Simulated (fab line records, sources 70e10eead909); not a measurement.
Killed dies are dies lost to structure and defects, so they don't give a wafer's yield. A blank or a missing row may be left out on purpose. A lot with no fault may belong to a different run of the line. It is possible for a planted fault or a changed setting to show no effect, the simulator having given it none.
fab line records / flow nandHarc / part 2 of 2: steps 5 to 6 of 6
record: lots: 19 wafers: 57 lastDay: 33
route steps=1302 shown A_STAIRCASE@766 A_SLIT@922 A_WL_FILL@976
lots that met no fault: taken from a fault-free run of the same line
startH: start of the lot's first displayed wafer, in hours after the record's first day / waitH: hours since the lot's step before / " same as the row above / L1.1+2: one row covering several wafers at once / - value missing, or start not given / * or withheld: withheld / < > ~ a bound
route shown NAME@n: names a module that has steps shown in the file, with the first one's number in the route / usual: average and standard deviation across the fault-free wafers / same: alike in all rows / chamber/n: place in a boat / sites: each site's reading / _std_site: standard deviation across them / _edge_site: mean of outer sites minus mean of inner sites / radiusMm: for every site, how far away it sits from the centre of the wafer / mask NAME#n: copy n / behind: the tool/chamber that last shaped the wafer / hold: the reason the lot was held/the length of the hold in hours/how it ended / device: which transistor (n, p or np) failed to switch / end of line: tests run on the same wafers once the route is complete / where a step has no rows: the recipe by itself / killed: not the wafer's yield, but the dies lost to structure and defects at the first sort / map: a wafer's dies, x killed, . not, _ none there
set.NAME: setting as actually run; set.NAME@STEP: the setting as run at that earlier step / model.NAME: the simulator's own value behind a step, which no gauge read
a sample of lots followed through the steps of the route, with each step as a table and each wafer as a row
services: a tool's chamber out of use, with start hour (startH, from the record's first day; less than 0 if before it), hours out, and reason
== steps ==
step: NHARC_A_SLIT_ETCH_24
recipe: targetDepthA: 1210 timeS: 60.5 cf4FlowSccm: 100 chf3FlowSccm: 30 arFlowSccm: 0 rfW: 500 biasW: 200 chemistry: CF4/CHF3
usual: biasW: 200.0/0.52 drypumpMotorCurrentA: 5.7/0.65 oesProductAu: 0.963/0.022 rfVppV: 369.5/1.9 showerheadPlenumPTorr: 1.54/0.052 throttleValvePct: 16.802/0.0092
lot.wafer=L074.2 tool=rieDiel-09 chamber=3 startH=446.90 waitH=0.1 biasW=199.6 drypumpMotorCurrentA=5.2 oesProductAu=0.968 rfHoursCounterH=8 rfVppV=369.9 showerheadPlenumPTorr=1.54 throttleValvePct=16.784
lot.wafer=L074.4 tool=rieDiel-09 chamber=0 startH=446.90 waitH=0.1 biasW=199.7 drypumpMotorCurrentA=4.9 oesProductAu=0.983 rfHoursCounterH=8 rfVppV=367.4 showerheadPlenumPTorr=1.48 throttleValvePct=16.783
lot.wafer=L074.6 tool=rieDiel-09 chamber=0 startH=446.90 waitH=0.1 biasW=199.9 drypumpMotorCurrentA=4.9 oesProductAu=0.973 rfHoursCounterH=- rfVppV=369.3 showerheadPlenumPTorr=1.48 throttleValvePct=16.811
lot.wafer=L075.4 tool=rieDiel-12 chamber=3 startH=459.36 waitH=0.1 biasW=200.5 drypumpMotorCurrentA=5.9 oesProductAu=0.975 rfHoursCounterH=0 rfVppV=368.8 showerheadPlenumPTorr=1.48 throttleValvePct=16.800
lot.wafer=L075.2 tool=rieDiel-12 chamber=0 startH=459.36 waitH=0.1 biasW=199.0 drypumpMotorCurrentA=6.6 oesProductAu=0.984 rfHoursCounterH=0 rfVppV=372.7 showerheadPlenumPTorr=1.62 throttleValvePct=16.811
lot.wafer=L075.6 tool=rieDiel-12 chamber=3 startH=459.36 waitH=0.1 biasW=199.6 drypumpMotorCurrentA=5.9 oesProductAu=0.968 rfHoursCounterH=- rfVppV=368.1 showerheadPlenumPTorr=1.48 throttleValvePct=16.801
lot.wafer=L076.3 tool=rieDiel-04 chamber=3 startH=459.87 waitH=0.1 biasW=200.2 drypumpMotorCurrentA=6.6 oesProductAu=0.976 rfHoursCounterH=5 rfVppV=370.3 showerheadPlenumPTorr=1.55 throttleValvePct=16.802
lot.wafer=L076.2 tool=rieDiel-04 chamber=0 startH=459.87 waitH=0.1 biasW=201.1 drypumpMotorCurrentA=5.6 oesProductAu=0.965 rfHoursCounterH=7 rfVppV=369.8 showerheadPlenumPTorr=1.58 throttleValvePct=16.802
lot.wafer=L076.5 tool=rieDiel-04 chamber=3 startH=459.87 waitH=0.1 biasW=201.0 drypumpMotorCurrentA=6.6 oesProductAu=0.962 rfHoursCounterH=- rfVppV=369.9 showerheadPlenumPTorr=1.55 throttleValvePct=16.793
lot.wafer=L077.1 tool=rieDiel-09 chamber=2 startH=475.05 waitH=0.1 biasW=200.0 drypumpMotorCurrentA=6.4 oesProductAu=0.984 rfHoursCounterH=11 rfVppV=371.7 showerheadPlenumPTorr=1.60 throttleValvePct=16.794
lot.wafer=L077.4 tool=rieDiel-09 chamber=0 startH=475.05 waitH=0.1 biasW=199.6 drypumpMotorCurrentA=4.9 oesProductAu=0.959 rfHoursCounterH=11 rfVppV=366.5 showerheadPlenumPTorr=1.48 throttleValvePct=16.815
lot.wafer=L077.3 tool=rieDiel-09 chamber=1 startH=475.05 waitH=0.1 biasW=200.2 drypumpMotorCurrentA=5.4 oesProductAu=0.971 rfHoursCounterH=5 rfVppV=370.5 showerheadPlenumPTorr=1.57 throttleValvePct=16.800
lot.wafer=L079.2 tool=rieDiel-09 chamber=0 startH=485.84 waitH=0.1 biasW=199.5 drypumpMotorCurrentA=4.9 oesProductAu=0.920 rfHoursCounterH=12 rfVppV=367.5 showerheadPlenumPTorr=1.48 throttleValvePct=16.793
lot.wafer=L079.5 tool=rieDiel-09 chamber=3 startH=485.84 waitH=0.1 biasW=199.3 drypumpMotorCurrentA=5.2 oesProductAu=0.926 rfHoursCounterH=- rfVppV=368.9 showerheadPlenumPTorr=1.54 throttleValvePct=16.800
lot.wafer=L079.6 tool=rieDiel-09 chamber=0 startH=485.84 waitH=0.1 biasW=200.6 drypumpMotorCurrentA=4.9 oesProductAu=0.921 rfHoursCounterH=- rfVppV=368.4 showerheadPlenumPTorr=1.48 throttleValvePct=16.809
lot.wafer=L082.2 tool=rieDiel-09 chamber=1 startH=540.22 waitH=0.1 biasW=199.9 drypumpMotorCurrentA=5.4 oesProductAu=0.981 rfHoursCounterH=1 rfVppV=369.4 showerheadPlenumPTorr=1.57 throttleValvePct=16.812
lot.wafer=L082.4 tool=rieDiel-09 chamber=2 startH=540.22 waitH=0.1 biasW=199.1 drypumpMotorCurrentA=6.3 oesProductAu=0.977 rfHoursCounterH=1 rfVppV=370.8 showerheadPlenumPTorr=1.60 throttleValvePct=16.813
lot.wafer=L082.6 tool=rieDiel-09 chamber=1 startH=540.22 waitH=0.1 biasW=199.4 drypumpMotorCurrentA=5.4 oesProductAu=0.979 rfHoursCounterH=- rfVppV=370.9 showerheadPlenumPTorr=1.57 throttleValvePct=16.803
lot.wafer=L083.4 tool=rieDiel-12 chamber=1 startH=540.37 waitH=0.1 biasW=198.7 drypumpMotorCurrentA=4.7 oesProductAu=0.982 rfHoursCounterH=6 rfVppV=366.8 showerheadPlenumPTorr=1.47 throttleValvePct=16.792
lot.wafer=L083.2 tool=rieDiel-12 chamber=0 startH=540.37 waitH=0.1 biasW=200.7 drypumpMotorCurrentA=6.6 oesProductAu=0.964 rfHoursCounterH=6 rfVppV=371.6 showerheadPlenumPTorr=1.62 throttleValvePct=16.804
lot.wafer=L083.5 tool=rieDiel-12 chamber=1 startH=540.37 waitH=0.1 biasW=199.5 drypumpMotorCurrentA=4.7 oesProductAu=0.970 rfHoursCounterH=- rfVppV=364.8 showerheadPlenumPTorr=1.47 throttleValvePct=16.808
lot.wafer=L085.1 tool=rieDiel-12 chamber=1 startH=553.86 waitH=0.1 biasW=198.9 drypumpMotorCurrentA=4.7 oesProductAu=0.915 rfHoursCounterH=8 rfVppV=367.7 showerheadPlenumPTorr=1.47 throttleValvePct=16.806
lot.wafer=L085.2 tool=rieDiel-12 chamber=3 startH=553.86 waitH=0.1 biasW=200.6 drypumpMotorCurrentA=5.9 oesProductAu=0.935 rfHoursCounterH=8 rfVppV=367.9 showerheadPlenumPTorr=1.47 throttleValvePct=16.796
lot.wafer=L085.6 tool=rieDiel-12 chamber=2 startH=553.86 waitH=0.1 biasW=199.0 drypumpMotorCurrentA=6.8 oesProductAu=0.919 rfHoursCounterH=- rfVppV=367.8 showerheadPlenumPTorr=1.53 throttleValvePct=16.799
lot.wafer=L084.1 tool=rieDiel-09 chamber=1 startH=553.98 waitH=0.1 biasW=199.7 drypumpMotorCurrentA=5.5 oesProductAu=0.997 rfHoursCounterH=3 rfVppV=371.0 showerheadPlenumPTorr=1.57 throttleValvePct=16.802
lot.wafer=L084.3 tool=rieDiel-09 chamber=0 startH=553.98 waitH=0.1 biasW=200.5 drypumpMotorCurrentA=4.9 oesProductAu=0.963 rfHoursCounterH=3 rfVppV=366.9 showerheadPlenumPTorr=1.48 throttleValvePct=16.805
lot.wafer=L084.6 tool=rieDiel-09 chamber=1 startH=553.98 waitH=0.1 biasW=199.8 drypumpMotorCurrentA=5.5 oesProductAu=0.992 rfHoursCounterH=- rfVppV=371.7 showerheadPlenumPTorr=1.57 throttleValvePct=16.810
lot.wafer=L086.4 tool=rieDiel-04 chamber=2 startH=565.56 waitH=0.1 biasW=199.9 drypumpMotorCurrentA=5.8 oesProductAu=0.927 rfHoursCounterH=1 rfVppV=372.2 showerheadPlenumPTorr=1.62 throttleValvePct=16.800
lot.wafer=L086.5 tool=rieDiel-04 chamber=1 startH=565.56 waitH=0.1 biasW=199.3 drypumpMotorCurrentA=5.7 oesProductAu=0.919 rfHoursCounterH=- rfVppV=366.9 showerheadPlenumPTorr=1.48 throttleValvePct=16.802
lot.wafer=L086.6 tool=rieDiel-04 chamber=2 startH=565.56 waitH=0.1 biasW=199.7 drypumpMotorCurrentA=5.8 oesProductAu=0.936 rfHoursCounterH=- rfVppV=372.4 showerheadPlenumPTorr=1.62 throttleValvePct=16.819
lot.wafer=L090.1 tool=rieDiel-04 chamber=2 startH=599.07 waitH=0.1 biasW=199.8 drypumpMotorCurrentA=5.8 oesProductAu=0.956 rfHoursCounterH=3 rfVppV=373.0 showerheadPlenumPTorr=1.62 throttleValvePct=16.795
lot.wafer=L090.4 tool=rieDiel-04 chamber=3 startH=599.07 waitH=0.1 biasW=200.8 drypumpMotorCurrentA=6.6 oesProductAu=0.970 rfHoursCounterH=3 rfVppV=370.3 showerheadPlenumPTorr=1.55 throttleValvePct=16.785
lot.wafer=L090.6 tool=rieDiel-04 chamber=2 startH=599.07 waitH=0.1 biasW=199.9 drypumpMotorCurrentA=5.8 oesProductAu=0.964 rfHoursCounterH=- rfVppV=371.3 showerheadPlenumPTorr=1.62 throttleValvePct=16.801
lot.wafer=L087.3 tool=rieDiel-09 chamber=2 startH=599.47 waitH=0.1 biasW=199.9 drypumpMotorCurrentA=6.4 oesProductAu=0.972 rfHoursCounterH=6 rfVppV=370.9 showerheadPlenumPTorr=1.60 throttleValvePct=16.812
lot.wafer=L087.5 tool=rieDiel-09 chamber=1 startH=599.47 waitH=0.1 biasW=199.8 drypumpMotorCurrentA=5.4 oesProductAu=0.988 rfHoursCounterH=- rfVppV=369.8 showerheadPlenumPTorr=1.57 throttleValvePct=16.804
lot.wafer=L087.6 tool=rieDiel-09 chamber=2 startH=599.47 waitH=0.1 biasW=200.4 drypumpMotorCurrentA=6.4 oesProductAu=0.964 rfHoursCounterH=- rfVppV=373.6 showerheadPlenumPTorr=1.60 throttleValvePct=16.795
lot.wafer=L089.2 tool=rieDiel-09 chamber=3 startH=607.14 waitH=0.1 biasW=200.3 drypumpMotorCurrentA=5.2 oesProductAu=0.934 rfHoursCounterH=7 rfVppV=369.0 showerheadPlenumPTorr=1.54 throttleValvePct=16.804
lot.wafer=L089.4 tool=rieDiel-09 chamber=0 startH=607.14 waitH=0.1 biasW=200.1 drypumpMotorCurrentA=4.9 oesProductAu=0.955 rfHoursCounterH=7 rfVppV=367.8 showerheadPlenumPTorr=1.47 throttleValvePct=16.811
lot.wafer=L089.6 tool=rieDiel-09 chamber=3 startH=607.14 waitH=0.1 biasW=199.7 drypumpMotorCurrentA=5.2 oesProductAu=0.939 rfHoursCounterH=- rfVppV=368.8 showerheadPlenumPTorr=1.54 throttleValvePct=16.809
lot.wafer=L091.2 tool=rieDiel-04 chamber=0 startH=618.52 waitH=0.1 biasW=200.9 drypumpMotorCurrentA=5.7 oesProductAu=0.955 rfHoursCounterH=5 rfVppV=370.7 showerheadPlenumPTorr=1.58 throttleValvePct=16.796
lot.wafer=L091.6 tool=rieDiel-04 chamber=2 startH=618.52 waitH=0.1 biasW=200.6 drypumpMotorCurrentA=5.8 oesProductAu=0.966 rfHoursCounterH=- rfVppV=372.1 showerheadPlenumPTorr=1.62 throttleValvePct=16.797
lot.wafer=L091.5 tool=rieDiel-04 chamber=3 startH=618.52 waitH=0.1 biasW=200.1 drypumpMotorCurrentA=6.7 oesProductAu=0.954 rfHoursCounterH=- rfVppV=368.6 showerheadPlenumPTorr=1.55 throttleValvePct=16.802
lot.wafer=L092.3 tool=rieDiel-09 chamber=2 startH=621.32 waitH=0.1 biasW=200.4 drypumpMotorCurrentA=6.3 oesProductAu=0.979 rfHoursCounterH=7 rfVppV=371.0 showerheadPlenumPTorr=1.60 throttleValvePct=16.798
lot.wafer=L092.1 tool=rieDiel-09 chamber=3 startH=621.32 waitH=0.1 biasW=200.5 drypumpMotorCurrentA=5.2 oesProductAu=0.960 rfHoursCounterH=8 rfVppV=368.7 showerheadPlenumPTorr=1.54 throttleValvePct=16.819
lot.wafer=L092.5 tool=rieDiel-09 chamber=0 startH=621.32 waitH=0.1 biasW=199.6 drypumpMotorCurrentA=4.9 oesProductAu=0.955 rfHoursCounterH=- rfVppV=368.3 showerheadPlenumPTorr=1.47 throttleValvePct=16.799
lot.wafer=L093.4 tool=rieDiel-04 chamber=2 startH=633.96 waitH=0.1 biasW=199.4 drypumpMotorCurrentA=5.8 oesProductAu=0.985 rfHoursCounterH=6 rfVppV=371.8 showerheadPlenumPTorr=1.62 throttleValvePct=16.821
lot.wafer=L093.3 tool=rieDiel-04 chamber=0 startH=633.96 waitH=0.1 biasW=201.0 drypumpMotorCurrentA=5.7 oesProductAu=0.969 rfHoursCounterH=6 rfVppV=370.5 showerheadPlenumPTorr=1.58 throttleValvePct=16.803
lot.wafer=L093.5 tool=rieDiel-04 chamber=2 startH=633.96 waitH=0.1 biasW=199.7 drypumpMotorCurrentA=5.8 oesProductAu=0.977 rfHoursCounterH=- rfVppV=371.5 showerheadPlenumPTorr=1.62 throttleValvePct=16.809
lot.wafer=L094.3 tool=rieDiel-12 chamber=3 startH=649.55 waitH=0.1 biasW=199.5 drypumpMotorCurrentA=5.9 oesProductAu=0.945 rfHoursCounterH=1 rfVppV=366.7 showerheadPlenumPTorr=1.47 throttleValvePct=16.814
lot.wafer=L094.5 tool=rieDiel-12 chamber=2 startH=649.55 waitH=0.1 biasW=200.4 drypumpMotorCurrentA=6.7 oesProductAu=0.950 rfHoursCounterH=- rfVppV=369.0 showerheadPlenumPTorr=1.53 throttleValvePct=16.800
lot.wafer=L094.6 tool=rieDiel-12 chamber=3 startH=649.55 waitH=0.1 biasW=199.3 drypumpMotorCurrentA=5.9 oesProductAu=0.954 rfHoursCounterH=- rfVppV=367.6 showerheadPlenumPTorr=1.47 throttleValvePct=16.815
lot.wafer=L095.1 tool=rieDiel-09 chamber=1 startH=649.81 waitH=0.1 biasW=199.7 drypumpMotorCurrentA=5.4 oesProductAu=1.022 rfHoursCounterH=8 rfVppV=371.9 showerheadPlenumPTorr=1.57 throttleValvePct=16.807
lot.wafer=L095.2 tool=rieDiel-09 chamber=3 startH=649.81 waitH=0.1 biasW=200.3 drypumpMotorCurrentA=5.2 oesProductAu=1.005 rfHoursCounterH=10 rfVppV=369.4 showerheadPlenumPTorr=1.54 throttleValvePct=16.808
lot.wafer=L095.6 tool=rieDiel-09 chamber=2 startH=649.81 waitH=0.1 biasW=200.7 drypumpMotorCurrentA=6.3 oesProductAu=1.012 rfHoursCounterH=- rfVppV=371.8 showerheadPlenumPTorr=1.60 throttleValvePct=16.806
lot.wafer=L096.2 tool=rieDiel-09 chamber=1 startH=669.28 waitH=0.1 biasW=199.9 drypumpMotorCurrentA=5.4 oesProductAu=0.981 rfHoursCounterH=9 rfVppV=370.6 showerheadPlenumPTorr=1.57 throttleValvePct=16.800
lot.wafer=L096.5 tool=rieDiel-09 chamber=3 startH=669.28 waitH=0.1 biasW=200.3 drypumpMotorCurrentA=5.2 oesProductAu=0.966 rfHoursCounterH=- rfVppV=369.0 showerheadPlenumPTorr=1.54 throttleValvePct=16.788
lot.wafer=L096.6 tool=rieDiel-09 chamber=1 startH=669.28 waitH=0.1 biasW=199.4 drypumpMotorCurrentA=5.4 oesProductAu=0.978 rfHoursCounterH=- rfVppV=369.1 showerheadPlenumPTorr=1.57 throttleValvePct=16.790
step: NHARC_A_WL_FILL_CVD_20
recipe: targetThkA: 1000 tempC: 400 pressureTorr: 40 wf6FlowSccm: 40 h2FlowSccm: 1600 arFlowSccm: 1560 timeS: 74 material: W
usual: chamberPressureTorr: 40.01/0.082 heaterPowerW: 825/30 susceptorTempC: 400.06/0.21 throttleValvePct: 7.9/0.39
lot.wafer=L074.2 tool=cvdW-02 chamber=1 startH=- waitH=- chamberPressureTorr=40.12 heaterPowerW=832 sinceWetCleanH=15 susceptorTempC=399.87 throttleValvePct=7.6
lot.wafer=L074.4 tool=cvdW-02 chamber=1 startH=- waitH=- chamberPressureTorr=39.99 heaterPowerW=839 sinceWetCleanH=- susceptorTempC=400.00 throttleValvePct=7.7
lot.wafer=L074.6 tool=cvdW-02 chamber=0 startH=- waitH=- chamberPressureTorr=40.11 heaterPowerW=828 sinceWetCleanH=- susceptorTempC=400.26 throttleValvePct=8.3
lot.wafer=L076.2 tool=cvdW-02 chamber=0 startH=- waitH=- chamberPressureTorr=39.96 heaterPowerW=836 sinceWetCleanH=24 susceptorTempC=- throttleValvePct=8.4
lot.wafer=L076.3 tool=cvdW-02 chamber=1 startH=- waitH=- chamberPressureTorr=40.16 heaterPowerW=828 sinceWetCleanH=- susceptorTempC=- throttleValvePct=7.5
lot.wafer=L076.5 tool=cvdW-02 chamber=1 startH=- waitH=- chamberPressureTorr=40.09 heaterPowerW=827 sinceWetCleanH=- susceptorTempC=- throttleValvePct=7.7
lot.wafer=L075.2 tool=cvdW-01 chamber=1 startH=- waitH=- chamberPressureTorr=40.01 heaterPowerW=850 sinceWetCleanH=- susceptorTempC=400.07 throttleValvePct=8.0
lot.wafer=L075.4 tool=cvdW-01 chamber=1 startH=- waitH=- chamberPressureTorr=39.94 heaterPowerW=856 sinceWetCleanH=- susceptorTempC=400.25 throttleValvePct=8.1
lot.wafer=L075.6 tool=cvdW-01 chamber=1 startH=- waitH=- chamberPressureTorr=40.03 heaterPowerW=836 sinceWetCleanH=- susceptorTempC=400.09 throttleValvePct=7.8
lot.wafer=L077.1 tool=cvdW-02 chamber=0 startH=- waitH=- chamberPressureTorr=39.94 heaterPowerW=837 sinceWetCleanH=44 susceptorTempC=- throttleValvePct=8.3
lot.wafer=L077.4 tool=cvdW-02 chamber=0 startH=- waitH=- chamberPressureTorr=39.98 heaterPowerW=826 sinceWetCleanH=- susceptorTempC=- throttleValvePct=8.1
lot.wafer=L077.3 tool=cvdW-02 chamber=1 startH=- waitH=- chamberPressureTorr=40.00 heaterPowerW=839 sinceWetCleanH=- susceptorTempC=- throttleValvePct=7.6
lot.wafer=L079.2 tool=cvdW-02 chamber=0 startH=- waitH=- chamberPressureTorr=39.98 heaterPowerW=820 sinceWetCleanH=61 susceptorTempC=400.23 throttleValvePct=8.4
lot.wafer=L079.5 tool=cvdW-02 chamber=1 startH=- waitH=- chamberPressureTorr=40.03 heaterPowerW=813 sinceWetCleanH=- susceptorTempC=400.09 throttleValvePct=7.4
lot.wafer=L079.6 tool=cvdW-02 chamber=0 startH=- waitH=- chamberPressureTorr=40.10 heaterPowerW=855 sinceWetCleanH=- susceptorTempC=400.17 throttleValvePct=8.2
lot.wafer=L082.2 tool=cvdW-01 chamber=1 startH=- waitH=- chamberPressureTorr=40.06 heaterPowerW=847 sinceWetCleanH=10 susceptorTempC=- throttleValvePct=7.9
lot.wafer=L082.4 tool=cvdW-01 chamber=1 startH=- waitH=- chamberPressureTorr=39.96 heaterPowerW=872 sinceWetCleanH=- susceptorTempC=- throttleValvePct=8.0
lot.wafer=L082.6 tool=cvdW-01 chamber=1 startH=- waitH=- chamberPressureTorr=39.99 heaterPowerW=877 sinceWetCleanH=- susceptorTempC=- throttleValvePct=8.1
lot.wafer=L083.2 tool=cvdW-01 chamber=0 startH=- waitH=- chamberPressureTorr=39.97 heaterPowerW=809 sinceWetCleanH=13 susceptorTempC=399.99 throttleValvePct=7.5
lot.wafer=L083.4 tool=cvdW-01 chamber=0 startH=- waitH=- chamberPressureTorr=40.03 heaterPowerW=779 sinceWetCleanH=- susceptorTempC=400.14 throttleValvePct=7.3
lot.wafer=L083.5 tool=cvdW-01 chamber=0 startH=- waitH=- chamberPressureTorr=40.00 heaterPowerW=795 sinceWetCleanH=- susceptorTempC=399.64 throttleValvePct=7.2
lot.wafer=L085.2 tool=cvdW-02 chamber=1 startH=- waitH=- chamberPressureTorr=39.94 heaterPowerW=842 sinceWetCleanH=122 susceptorTempC=400.20 throttleValvePct=7.7
lot.wafer=L085.1 tool=cvdW-02 chamber=0 startH=- waitH=- chamberPressureTorr=40.03 heaterPowerW=846 sinceWetCleanH=122 susceptorTempC=400.05 throttleValvePct=8.3
lot.wafer=L085.6 tool=cvdW-02 chamber=1 startH=- waitH=- chamberPressureTorr=39.97 heaterPowerW=830 sinceWetCleanH=- susceptorTempC=399.81 throttleValvePct=8.0
lot.wafer=L084.1 tool=cvdW-02 chamber=0 startH=- waitH=- chamberPressureTorr=39.97 heaterPowerW=826 sinceWetCleanH=127 susceptorTempC=- throttleValvePct=8.4
lot.wafer=L084.3 tool=cvdW-02 chamber=0 startH=- waitH=- chamberPressureTorr=40.11 heaterPowerW=835 sinceWetCleanH=- susceptorTempC=- throttleValvePct=8.3
lot.wafer=L084.6 tool=cvdW-02 chamber=1 startH=- waitH=- chamberPressureTorr=40.03 heaterPowerW=823 sinceWetCleanH=- susceptorTempC=- throttleValvePct=7.8
lot.wafer=L086.4 tool=cvdW-02 chamber=0 startH=- waitH=- chamberPressureTorr=39.79 heaterPowerW=835 sinceWetCleanH=- susceptorTempC=399.64 throttleValvePct=8.5
lot.wafer=L086.6 tool=cvdW-02 chamber=1 startH=- waitH=- chamberPressureTorr=39.93 heaterPowerW=863 sinceWetCleanH=- susceptorTempC=400.40 throttleValvePct=7.7
lot.wafer=L086.5 tool=cvdW-02 chamber=0 startH=- waitH=- chamberPressureTorr=39.92 heaterPowerW=812 sinceWetCleanH=- susceptorTempC=399.93 throttleValvePct=8.4
lot.wafer=L090.1 tool=cvdW-01 chamber=0 startH=- waitH=- chamberPressureTorr=40.06 heaterPowerW=770 sinceWetCleanH=68 susceptorTempC=399.86 throttleValvePct=7.4
lot.wafer=L090.4 tool=cvdW-01 chamber=1 startH=- waitH=- chamberPressureTorr=39.93 heaterPowerW=850 sinceWetCleanH=- susceptorTempC=400.00 throttleValvePct=8.4
lot.wafer=L090.6 tool=cvdW-01 chamber=1 startH=- waitH=- chamberPressureTorr=39.91 heaterPowerW=839 sinceWetCleanH=- susceptorTempC=400.15 throttleValvePct=8.2
lot.wafer=L087.3 tool=cvdW-01 chamber=1 startH=- waitH=- chamberPressureTorr=39.99 heaterPowerW=856 sinceWetCleanH=- susceptorTempC=399.93 throttleValvePct=8.2
lot.wafer=L087.6 tool=cvdW-01 chamber=1 startH=- waitH=- chamberPressureTorr=39.95 heaterPowerW=843 sinceWetCleanH=- susceptorTempC=399.77 throttleValvePct=8.2
lot.wafer=L087.5 tool=cvdW-01 chamber=0 startH=- waitH=- chamberPressureTorr=40.01 heaterPowerW=795 sinceWetCleanH=- susceptorTempC=400.22 throttleValvePct=7.3
lot.wafer=L089.2 tool=cvdW-01 chamber=0 startH=- waitH=- chamberPressureTorr=40.08 heaterPowerW=788 sinceWetCleanH=81 susceptorTempC=400.24 throttleValvePct=7.4
lot.wafer=L089.4 tool=cvdW-01 chamber=1 startH=- waitH=- chamberPressureTorr=39.94 heaterPowerW=869 sinceWetCleanH=- susceptorTempC=400.34 throttleValvePct=8.1
lot.wafer=L089.6 tool=cvdW-01 chamber=0 startH=- waitH=- chamberPressureTorr=40.11 heaterPowerW=782 sinceWetCleanH=- susceptorTempC=400.36 throttleValvePct=7.4
lot.wafer=L092.1 tool=cvdW-02 chamber=0 startH=- waitH=- chamberPressureTorr=40.08 heaterPowerW=776 sinceWetCleanH=6 susceptorTempC=399.65 throttleValvePct=8.3
lot.wafer=L092.3 tool=cvdW-02 chamber=0 startH=- waitH=- chamberPressureTorr=40.00 heaterPowerW=778 sinceWetCleanH=- susceptorTempC=399.85 throttleValvePct=8.5
lot.wafer=L092.5 tool=cvdW-02 chamber=0 startH=- waitH=- chamberPressureTorr=39.99 heaterPowerW=760 sinceWetCleanH=- susceptorTempC=400.01 throttleValvePct=8.3
lot.wafer=L091.2 tool=cvdW-01 chamber=0 startH=- waitH=- chamberPressureTorr=40.04 heaterPowerW=781 sinceWetCleanH=89 susceptorTempC=400.45 throttleValvePct=7.3
lot.wafer=L091.5 tool=cvdW-01 chamber=1 startH=- waitH=- chamberPressureTorr=40.12 heaterPowerW=879 sinceWetCleanH=- susceptorTempC=399.81 throttleValvePct=8.2
lot.wafer=L091.6 tool=cvdW-01 chamber=0 startH=- waitH=- chamberPressureTorr=40.06 heaterPowerW=786 sinceWetCleanH=- susceptorTempC=400.38 throttleValvePct=7.4
lot.wafer=L093.3 tool=cvdW-02 chamber=1 startH=- waitH=- chamberPressureTorr=39.98 heaterPowerW=822 sinceWetCleanH=- susceptorTempC=- throttleValvePct=8.0
lot.wafer=L093.4 tool=cvdW-02 chamber=0 startH=- waitH=- chamberPressureTorr=40.13 heaterPowerW=775 sinceWetCleanH=- susceptorTempC=- throttleValvePct=8.2
lot.wafer=L093.5 tool=cvdW-02 chamber=0 startH=- waitH=- chamberPressureTorr=40.15 heaterPowerW=799 sinceWetCleanH=- susceptorTempC=- throttleValvePct=8.4
lot.wafer=L095.1 tool=cvdW-01 chamber=1 startH=- waitH=- chamberPressureTorr=40.14 heaterPowerW=854 sinceWetCleanH=120 susceptorTempC=399.71 throttleValvePct=8.2
lot.wafer=L095.2 tool=cvdW-01 chamber=0 startH=- waitH=- chamberPressureTorr=40.02 heaterPowerW=801 sinceWetCleanH=120 susceptorTempC=400.10 throttleValvePct=7.4
lot.wafer=L095.6 tool=cvdW-01 chamber=1 startH=- waitH=- chamberPressureTorr=40.20 heaterPowerW=865 sinceWetCleanH=- susceptorTempC=399.57 throttleValvePct=8.2
lot.wafer=L094.3 tool=cvdW-02 chamber=1 startH=- waitH=- chamberPressureTorr=39.95 heaterPowerW=808 sinceWetCleanH=- susceptorTempC=- throttleValvePct=7.4
lot.wafer=L094.6 tool=cvdW-02 chamber=0 startH=- waitH=- chamberPressureTorr=39.90 heaterPowerW=769 sinceWetCleanH=- susceptorTempC=- throttleValvePct=8.2
lot.wafer=L094.5 tool=cvdW-02 chamber=1 startH=- waitH=- chamberPressureTorr=39.98 heaterPowerW=822 sinceWetCleanH=- susceptorTempC=- throttleValvePct=7.7
lot.wafer=L096.2 tool=cvdW-01 chamber=0 startH=- waitH=- chamberPressureTorr=40.11 heaterPowerW=783 sinceWetCleanH=139 susceptorTempC=- throttleValvePct=7.3
lot.wafer=L096.5 tool=cvdW-01 chamber=1 startH=- waitH=- chamberPressureTorr=39.82 heaterPowerW=893 sinceWetCleanH=- susceptorTempC=- throttleValvePct=8.3
lot.wafer=L096.6 tool=cvdW-01 chamber=0 startH=- waitH=- chamberPressureTorr=40.00 heaterPowerW=775 sinceWetCleanH=- susceptorTempC=- throttleValvePct=7.4
== services ==
tool=rieDiel-09 chamber=3 startH=371.86 hours=5.8 kind=repair
tool=rieDiel-10 chamber=1 startH=384.00 hours=18.2 kind=repair
tool=rieDiel-02 chamber=- startH=394.10 hours=9.0 kind=pm
tool=rieDiel-10 chamber=- startH=421.83 hours=9.0 kind=pm
tool=pecvd-01 chamber=- startH=424.07 hours=3.4 kind=repair
tool=rieDiel-09 chamber=0 startH=429.05 hours=6.6 kind=repair
tool=rieDiel-11 chamber=- startH=434.43 hours=9.0 kind=pm
tool=cvdW-02 chamber=- startH=444.43 hours=1.0 kind=repair
tool=rieDiel-10 chamber=1 startH=444.88 hours=5.8 kind=repair
tool=cvdW-02 chamber=- startH=450.11 hours=13.0 kind=pm
tool=rieDiel-11 chamber=2 startH=494.38 hours=2.8 kind=repair
tool=rieDiel-11 chamber=2 startH=531.46 hours=11.6 kind=repair
tool=rieDiel-10 chamber=3 startH=562.48 hours=11.0 kind=repair
tool=rieDiel-10 chamber=- startH=601.03 hours=9.0 kind=pm
tool=rieDiel-02 chamber=0 startH=602.62 hours=32.6 kind=repair
tool=rieDiel-11 chamber=- startH=611.44 hours=9.0 kind=pm
tool=rieDiel-10 chamber=0 startH=633.93 hours=1.8 kind=repair
tool=rieDiel-11 chamber=3 startH=657.66 hours=5.2 kind=repair
tool=rieDiel-02 chamber=1 startH=662.03 hours=4.3 kind=repair
tool=rieDiel-11 chamber=3 startH=671.45 hours=2.5 kind=repair
tool=rieDiel-10 chamber=1 startH=671.73 hours=10.6 kind=repair
tool=rieDiel-11 chamber=3 startH=678.84 hours=2.9 kind=repair
tool=rieDiel-02 chamber=1 startH=679.68 hours=2.1 kind=repair
tool=rieDiel-02 chamber=2 startH=688.57 hours=2.7 kind=repair
